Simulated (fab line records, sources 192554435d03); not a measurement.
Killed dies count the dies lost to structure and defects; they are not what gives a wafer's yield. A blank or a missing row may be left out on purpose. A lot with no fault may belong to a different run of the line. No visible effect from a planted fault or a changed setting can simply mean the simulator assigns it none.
Chamber matching    flow n5 finfet    N5_BEOL_M8_ETCH_66 on rie diel-05: 4 sister chambers
The step etches SOC in N2/H2, target depth 80 nm, overetch 16 nm, time 120 s. 16 wafers are shown with their chamber, then 8 later ones without.

WAFERS, EACH WITH ITS CHAMBER
wafer   chamber  drypump motor current A (A)  showerhead plenum p Torr (Torr)  throttle valve pct (%)
L075.1  1        5.9                          2.48                             17.79
L075.2  3        6.6                          2.54                             17.89
L075.4  2        5.1                          2.48                             17.47
L080.1  2        5.1                          2.48                             17.49
L080.3  1        5.9                          2.48                             17.81
L080.5  0        6.1                          2.48                             17.78
L082.3  0        6.1                          2.48                             17.79
L082.5  1        5.9                          2.47                             17.82
L082.6  2        5.1                          2.48                             17.51
L083.2  2        5.1                          2.48                             17.51
L083.4  0        6.0                          2.48                             17.80
L083.6  1        5.9                          2.47                             17.81
L084.1  0        6.1                          2.48                             17.81
L084.4  1        5.9                          2.47                             17.82
L084.6  2        5.1                          2.48                             17.50
L085.2  3        6.7                          2.54                             17.91

SIGNATURES, as means of the wafers listed above
reading                   chamber 0  chamber 1  chamber 2  chamber 3  scatter within a chamber
drypump motor current A   6.075      5.900      5.100      6.650      0.0323
showerhead plenum p Torr  2.4800     2.4740     2.4800     2.5400     0.00316
throttle valve pct        17.7950    17.8100    17.4960    17.9000    0.0142
Rule: distance of a wafer from a chamber = root of the sum over the readings of ((wafer's reading minus chamber's mean) / reading's scatter) squared. The wafer belongs to the nearest chamber; if the next one is less than 2 further off, it can't be placed. How the scatter is found: for the shown wafers, subtract from each reading the mean of its chamber, square and add these, divide the total by (wafers less chambers), then take the root.

WAFERS WITHOUT THEIR CHAMBER
wafer   drypump motor current A (A)  showerhead plenum p Torr (Torr)  throttle valve pct (%)
L085.3  5.1                          2.48                             17.52
L085.6  5.9                          2.47                             17.81
L089.3  5.9                          2.47                             17.84
L089.4  6.7                          2.53                             17.94
L089.5  6.7                          2.53                             17.95
L097.2  5.1                          2.47                             17.57
L097.4  6.6                          2.52                             17.98
L097.5  6.1                          2.47                             17.86

EACH ONE'S CHAMBER
wafer   from the rows above      in truth
L085.3  2                        2
L085.6  1                        1
L089.3  1                        1
L089.4  3                        3
L089.5  3                        3
L097.2  2                        2
L097.4  3                        3
L097.5  can't be placed: 0 or 1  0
Placed correctly: 7 of 8. Not placeable from these rows: 1 (in 1, the candidates include the true chamber). Wrongly placed: 0.
